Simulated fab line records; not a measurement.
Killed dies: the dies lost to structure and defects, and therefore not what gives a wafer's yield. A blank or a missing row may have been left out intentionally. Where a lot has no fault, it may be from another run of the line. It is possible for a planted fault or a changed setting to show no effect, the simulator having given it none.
Lot-split experiment	flow n5Finfet	39 wafers read from 7 lots, route of 1938 steps

## ABOUT THE SPLIT
At N5_PASSIVATION_ETCH_15 (etches SiCN in CF4/N2, target depth 75 nm, time 81.2 s), the setting targetDepthA was moved away from the recipe's 750 angstrom on 12 of the 39 wafers read, by -34.3% to +56.0%. This setting was run at the recipe's value on the other wafers.

Reading taken at the split's own step.

## THE READING
etch.depthNm (the simulator's own value, which no gauge read), in nm, at N5_PASSIVATION_ETCH_15 (etches SiCN in CF4/N2, target depth 75 nm, time 81.2 s). There is no usual value for it anywhere in the file. Average 64.56 nm, standard deviation 1.6 nm, over the 27 wafers here run with the recipe.

wafer	tool, chamber at the split	targetDepthA as run, angstrom	against the recipe	etch.depthNm, nm	against lot-mates on the recipe
L079.1	rieDiel-04, 2	750	recipe	64.67	-
L079.2	rieDiel-04, 3	1124	+49.9%	95.15	+30.73
L079.3	rieDiel-04, 0	750	recipe	64.5	-
L079.4	rieDiel-04, 1	1124	+49.9%	95.3	+30.88
L079.5	rieDiel-04, 0	1124	+49.9%	96.85	+32.43
L079.6	rieDiel-04, 1	750	recipe	64.08	-
L078.1	rieDiel-06, 1	750	recipe	63.99	-
L078.4	rieDiel-06, 0	750	recipe	64.41	-
L078.5	rieDiel-06, 3	750	recipe	67.01	-
L080.1	rieDiel-04, 1	492.5	-34.3%	42.23	-22.38
L080.2	rieDiel-04, 2	750	recipe	64.61	-
L080.3	rieDiel-04, 0	492.5	-34.3%	43.13	-21.48
L080.4	rieDiel-04, 3	492.5	-34.3%	41.86	-22.75
L080.5	rieDiel-04, 1	750	recipe	64.49	-
L080.6	rieDiel-04, 2	750	recipe	64.72	-
L085.1	rieDiel-02, 1	1170	+56.0%	105.2	+38.58
L085.2	rieDiel-02, 2	1170	+56.0%	102	+35.38
L085.3	rieDiel-02, 3	750	recipe	66.65	-
L085.4	rieDiel-02, 0	1170	+56.0%	102.3	+35.68
L085.5	rieDiel-02, 2	750	recipe	65.68	-
L085.6	rieDiel-02, 1	750	recipe	67.53	-
L090.1	rieDiel-06, 2	750	recipe	62.44	-
L090.2	rieDiel-06, 3	750	recipe	65.47	-
L090.3	rieDiel-06, 0	750	recipe	63.15	-
L090.4	rieDiel-06, 2	750	recipe	61.63	-
L090.5	rieDiel-06, 3	750	recipe	65.46	-
L090.6	rieDiel-06, 0	750	recipe	63.63	-
L094.1	rieDiel-02, 2	750	recipe	65.8	-
L094.2	rieDiel-02, 1	1121	+49.5%	101	+34.89
L094.3	rieDiel-02, 0	750	recipe	65.83	-
L094.4	rieDiel-02, 3	1121	+49.5%	100.1	+33.99
L094.5	rieDiel-02, 3	750	recipe	66.69	-
L094.6	rieDiel-02, 0	1121	+49.5%	98.54	+32.43
L097.1	rieDiel-06, 2	750	recipe	62.07	-
L097.2	rieDiel-06, 1	750	recipe	62.42	-
L097.3	rieDiel-06, 3	750	recipe	64.94	-
L097.4	rieDiel-06, 0	750	recipe	63.57	-
L097.5	rieDiel-06, 2	750	recipe	62.13	-
L097.6	rieDiel-06, 3	750	recipe	65.54	-

FIT RESULTS
A straight line over all 39 wafers: etch.depthNm changes by +0.671 nm for each +1% of targetDepthA; r = +0.99; the points scatter about the line by 1.7 nm.
The same after taking each lot's own level away (the mean of its wafers on the recipe; 39 wafers): +0.653 nm for each +1%; r = +1.00; scatter 1.2 nm.
The reading moves by 37 nm for the largest change in targetDepthA, on that fit.
The span of the lots' own levels, 63.445 to 66.620 nm, comes to 2.0 times the standard deviation stated above.
The two slopes agree, so the slope changes little with the lot-to-lot level.
Check: for one of the wafers moved furthest among these (+56.0%), held out of the fit, the line's prediction against its lot-mates is +36.3 nm. It came out at +38.6 nm against them.

## FURTHER SPLITS ON THESE WAFERS
Before the reading, these wafers also passed through other splits. Each is held against what the fit with the lots' levels taken away leaves over:
other split on the same wafers	wafers away from the commonest value	r with etch.depthNm (lot level and that fit taken away)
N5_BEOL_M13_TRENCH_ETCH_34 targetDepthA	12	+0.18

## FILE'S OWN FIT
etch.depthNm changes by +0.653 nm for each +1% of targetDepthA, r = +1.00.
